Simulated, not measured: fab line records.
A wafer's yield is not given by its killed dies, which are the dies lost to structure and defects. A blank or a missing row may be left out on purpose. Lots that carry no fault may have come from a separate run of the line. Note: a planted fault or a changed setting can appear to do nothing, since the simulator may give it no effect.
Chamber matching -- flow n5Finfet -- 4 sister chambers for N5_BEOL_M10_ETCH_65 on rieDiel-01
The step etches SiARC in CF4, target depth 39 nm, time 65 s. 4 wafers are shown with their chamber, then 8 later ones without.

WAFERS WITH THEIR CHAMBER
wafer,chamber,etchRfOnTimeS (s)
L087.3,1,65.1
L090.1,3,64.5
L090.5,2,65.5
L092.1,0,65.9

WAFERS WITHOUT THEIR CHAMBER
wafer,etchRfOnTimeS (s)
L092.3,65.0
L092.6,66.3
L091.1,65.3
L091.4,65.6
L091.6,64.1
L095.1,66.2
L095.4,64.8
L095.5,65.7

WHICH CHAMBER EACH ONE RAN IN
wafer,from the rows above,in truth
L092.3,can't be placed: 1 or 2 or 3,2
L092.6,can't be placed: 0 or 2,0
L091.1,can't be placed: 1 or 2 or 0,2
L091.4,can't be placed: 2 or 0 or 1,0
L091.6,3,3
L095.1,can't be placed: 0 or 2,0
L095.4,can't be placed: 1 or 3 or 2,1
L095.5,can't be placed: 0 or 2 or 1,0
Placed correctly: 1 of 8. Can't be placed from these rows: 7 (the true chamber is among the candidates in 7). Number placed wrongly: 0.
How it was worked out, from the rows above alone: a wafer's distance from a chamber is the root of the sum, over the readings, of the square of ((its reading less the chamber's mean) divided by the reading's scatter). The wafer belongs to the nearest chamber; if the next one is less than 2 further off, it can't be placed. A chamber's mean is the mean of its shown wafers. The scatter: with one shown wafer a chamber, the root of the mean of the squares of how far each hidden wafer lies from its nearest shown one.
